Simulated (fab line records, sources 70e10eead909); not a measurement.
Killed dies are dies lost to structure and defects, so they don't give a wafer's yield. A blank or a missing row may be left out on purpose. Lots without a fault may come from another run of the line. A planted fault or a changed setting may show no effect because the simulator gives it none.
Chamber matching | flow nand_harc | NHARC_P_M2_STRIP_18 on rie_diel-03: 4 sister chambers
The step strips in N2/H2. 8 wafers are shown with their chamber, then 12 later ones without.

WAFERS WITH THEIR CHAMBER
wafer  | chamber | drypump_motor_current_A (A) | rf_vpp_V (V)
L079.5 | 2       | 5.42                        | 91.6
L082.6 | 1       | 5.69                        | 91.0
L084.1 | 0       | 5.97                        | 90.2
L084.3 | 3       | 5.55                        | 90.1
L084.5 | 0       | 5.96                        | 89.7
L083.3 | 1       | 5.64                        | 89.3
L083.5 | 2       | 5.41                        | 91.8
L083.6 | 3       | 5.54                        | 89.8

WAFERS WITHOUT THEIR CHAMBER
wafer  | drypump_motor_current_A (A) | rf_vpp_V (V)
L090.1 | 5.97                        | 91.9
L090.2 | 5.51                        | 91.2
L090.5 | 5.65                        | 89.3
L093.1 | 5.39                        | 91.5
L093.2 | 5.61                        | 91.6
L093.5 | 5.41                        | 90.6
L096.2 | 5.96                        | 90.3
L096.5 | 5.95                        | 91.5
L096.6 | 5.56                        | 91.4
L097.3 | 5.98                        | 90.3
L097.4 | 5.68                        | 89.9
L097.6 | 5.42                        | 91.6

WHICH CHAMBER EACH WENT THROUGH
wafer  | from the rows above     | in truth
L090.1 | 0                       | 0
L090.2 | 3                       | 3
L090.5 | 1                       | 1
L093.1 | 2                       | 2
L093.2 | can't be placed: 1 or 3 | 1
L093.5 | 2                       | 2
L096.2 | 0                       | 0
L096.5 | 0                       | 0
L096.6 | 3                       | 3
L097.3 | 0                       | 0
L097.4 | 1                       | 1
L097.6 | 2                       | 2
Placed correctly: 11 of 12. Can't be placed from these rows: 1 (the true chamber is among the candidates in 1). Placed wrongly: 0.
How it was worked out, from the rows above alone: a wafer's distance from a chamber is the root of the sum, over the readings, of the square of ((its reading less the chamber's mean) divided by the reading's scatter). The wafer belongs to the nearest chamber; if the next one is less than 2 further off, it can't be placed. A chamber's mean is the mean of its shown wafers. The scatter: the root of (the sum of the squares of (reading less its chamber's mean) over the shown wafers, divided by (wafers less chambers)).
